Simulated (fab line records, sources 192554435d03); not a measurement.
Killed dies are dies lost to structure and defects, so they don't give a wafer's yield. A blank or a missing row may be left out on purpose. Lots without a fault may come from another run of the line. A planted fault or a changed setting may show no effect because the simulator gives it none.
Chamber matching | flow n5_finfet | N5_STI_FIN_REVEAL_ALD_00 on ald_sin-04: 4 sister chambers
The step deposits SiO2, target thk 1 nm, pulse time 1 s. 7 wafers are shown with their chamber, then 7 later ones without.

WAFERS WITH THEIR CHAMBER
wafer  | chamber | heater_power_w (W) | heater_power_outer_w (W)
L080.4 | 0       | 451                | 229
L082.1 | 3       | 431                | 230
L082.6 | 2       | 392                | 232
L088.3 | 3       | 449                | 233
L088.6 | 1       | 386                | 215
L091.1 | 2       | 405                | 223
L091.4 | 1       | 398                | 221

WAFERS WITHOUT THEIR CHAMBER
wafer  | heater_power_w (W) | heater_power_outer_w (W)
L091.5 | 452                | 232
L092.1 | 459                | 233
L092.2 | 396                | 212
L092.5 | 399                | 231
L096.1 | 462                | 230
L096.4 | 402                | 213
L096.5 | 407                | 233

WHICH CHAMBER EACH WENT THROUGH
wafer  | from the rows above     | in truth
L091.5 | can't be placed: 0 or 3 | 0
L092.1 | can't be placed: 0 or 3 | 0
L092.2 | 1                       | 1
L092.5 | 2                       | 2
L096.1 | can't be placed: 0 or 3 | 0
L096.4 | can't be placed: 1 or 2 | 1
L096.5 | can't be placed: 2 or 3 | 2
Placed correctly: 2 of 7. Can't be placed from these rows: 5 (the true chamber is among the candidates in 5). Placed wrongly: 0.
How it was worked out, from the rows above alone: a wafer's distance from a chamber is the root of the sum, over the readings, of the square of ((its reading less the chamber's mean) divided by the reading's scatter). The wafer belongs to the nearest chamber; if the next one is less than 2 further off, it can't be placed. A chamber's mean is the mean of its shown wafers. The scatter: the root of (the sum of the squares of (reading less its chamber's mean) over the shown wafers, divided by (wafers less chambers)).
